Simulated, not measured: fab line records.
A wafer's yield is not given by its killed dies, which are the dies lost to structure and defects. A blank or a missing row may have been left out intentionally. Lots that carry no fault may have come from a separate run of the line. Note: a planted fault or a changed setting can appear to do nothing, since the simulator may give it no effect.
The same fault as seen by 2 desks ; flow n5-finfet ; each desk holds nothing but its own numbers, with what lay behind them at the end

THE TOOL OWNER'S DESK: cmp-01
The tool's own readings at N5_MOL_CONTACT_COAG_CMP_23 (polishes, stops on SiO2, t overpolish 1.5 s, target thk 0 nm): means of the sampled wafers that have a number, for each lot that ran on this tool. A lot is out of limits, marked OUT, if its mean lies more than 4 standard deviations from the usual mean; the brackets give that distance.
Columns: A = motor-current-A at N5_MOL_CONTACT_COAG_CMP_23, usual 8.0 A; B = overpolish-run-s at N5_MOL_CONTACT_COAG_CMP_23, usual 1.500 s; C = slurry-flow-ml-min at N5_MOL_CONTACT_COAG_CMP_23, usual 150.0; D = time-to-endpoint-s at N5_MOL_CONTACT_COAG_CMP_23, usual 9.5 s
lot;first seen here;A;B;C;D
L108;day 5 00:55;7.9;1.509;150.5;11.7
L114;day 6 09:14;8.2;1.494;150.2;8.5
L119;day 8 01:07;7.8;1.498;149.7;15.2
L123;day 8 16:19;7.2;1.500;150.2;15.4
L124;day 8 20:06;7.1;1.494;149.9;12.4
This desk's finding: nothing out of limits on any of the 5 lots.

METROLOGY DESK
What the gauges read, lot by lot, whatever tool the lot ran on: means of the sampled wafers that have a number. A lot is out of limits, marked OUT, if its mean lies more than 4 standard deviations from the usual mean; the brackets give that distance. Of its 11 readings 7 are shown: the one that was out of limits first, and those that lie furthest out on some lot.
Columns: A = MD_CAP_THK at N5_MOL_CONTACT_COAG_THK_MEAS_29, usual 17.91 nm; B = DIBL_N at N5_BEOL_M4_RC_MEAS_101, usual 35.9 mV/V; C = IOFF_N at N5_BEOL_M4_RC_MEAS_101, usual 0.152 nA/um; D = IOFF_P at N5_BEOL_M4_RC_MEAS_101, usual 0.204 nA/um; E = ION_P at N5_BEOL_M4_RC_MEAS_101, usual 462 uA/um; F = SS_P at N5_BEOL_M4_RC_MEAS_101, usual 73.2 mV/dec; G = VT_P at N5_BEOL_M4_RC_MEAS_101, usual -250.6 mV
lot;first seen here;A;B;C;D;E;F;G
L108;day 5 05:31;17.81;36.5;0.141;0.188;458;72.7;-252.3
L111;day 5 21:03;17.92;35.9;0.160;0.192;458;73.5;-253.1
L114;day 6 11:53;17.87;36.6;0.151;0.220;458;73.4;-250.0
L119;day 8 03:45;18.47 (+7.8) OUT;33.9;0.139;0.198;466;72.7;-249.1
L123;day 8 19:01;18.41 (+6.9) OUT;38.2;0.151;0.177;460;73.2;-254.2
L124;day 9 00:19;18.45 (+7.5) OUT;35.5;0.145;0.202;466;73.2;-249.9
L127;day 9 19:12;17.86;36.2;0.169;0.225;469;72.8;-248.2
L130;day 10 09:09;17.90;39.0;0.194;0.253;461;74.3;-248.9
L131;day 10 16:33;17.96;35.5;0.137;0.225;471;73.0;-246.5
This desk's finding: out of limits on L119, L123, L124; first on L119, day 8 03:45 (MD_CAP_THK at N5_MOL_CONTACT_COAG_THK_MEAS_29). L108, L111, L114, L127, L130, L131 stayed within limits.

BROUGHT TOGETHER
Metrology desk: alarm possible at day 8 03:45 on L119, L123, L124.
The tool owner's desk saw nothing out of limits.
The tool owner's desk has L119, L123, L124 on record, within its limits.
Of the lots named, all ran N5_MOL_CONTACT_COAG_CMP_23 on cmp-01.

WHAT WAS PUT IN BY THE SIMULATOR
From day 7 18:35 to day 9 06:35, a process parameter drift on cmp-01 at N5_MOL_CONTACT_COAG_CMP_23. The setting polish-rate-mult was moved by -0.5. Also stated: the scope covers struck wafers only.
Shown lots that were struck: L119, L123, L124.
Hours from the fault's start to each desk's first reading out of limits: the metrology desk, 9.
